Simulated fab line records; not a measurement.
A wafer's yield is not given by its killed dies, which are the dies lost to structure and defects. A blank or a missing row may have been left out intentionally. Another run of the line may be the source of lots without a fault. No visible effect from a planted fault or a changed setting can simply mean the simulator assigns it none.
Chamber matching	flow nand_harc	NHARC_A_STAIRCASE_DEP_259 on pecvd-02 has 3 sister chambers
The step deposits SiON, target thk 30 nm. 6 wafers are shown with their chamber, then 7 later ones without.

WAFERS PAIRED WITH THEIR CHAMBERS
wafer	chamber	heater_power_outer_w (W)	heater_power_w (W)
L083.6	2	437	767
L086.3	1	477	795
L086.4	2	454	759
L086.6	0	513	853
L088.1	0	486	793
L088.3	1	439	757

WAFERS WHOSE CHAMBER IS MISSING
wafer	heater_power_outer_w (W)	heater_power_w (W)
L088.4	445	771
L089.1	455	757
L089.3	452	744
L089.4	518	859
L096.2	394	679
L096.3	376	670
L096.4	390	665

EACH ONE'S CHAMBER
wafer	from the rows above	in truth
L088.4	can't be placed: 2 or 1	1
L089.1	can't be placed: 2 or 1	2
L089.3	can't be placed: 2 or 1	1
L089.4	0	0
L096.2	can't be placed: 2 or 1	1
L096.3	can't be placed: 2 or 1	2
L096.4	can't be placed: 2 or 1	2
Correctly placed: 1 of 7. Unplaceable from these rows: 6, with the true chamber sitting among the candidates in 6. Wrongly placed: 0.
How it was worked out, from the rows above alone: a wafer's distance from a chamber is the root of the sum, over the readings, of the square of ((its reading less the chamber's mean) divided by the reading's scatter). The wafer belongs to the nearest chamber; if the next one is less than 2 further off, it can't be placed. The mean given for a chamber averages the wafers shown for that chamber. The scatter is the square root of a quotient: the sum, over the shown wafers, of each reading's squared deviation from its chamber's mean, divided by wafers minus chambers.
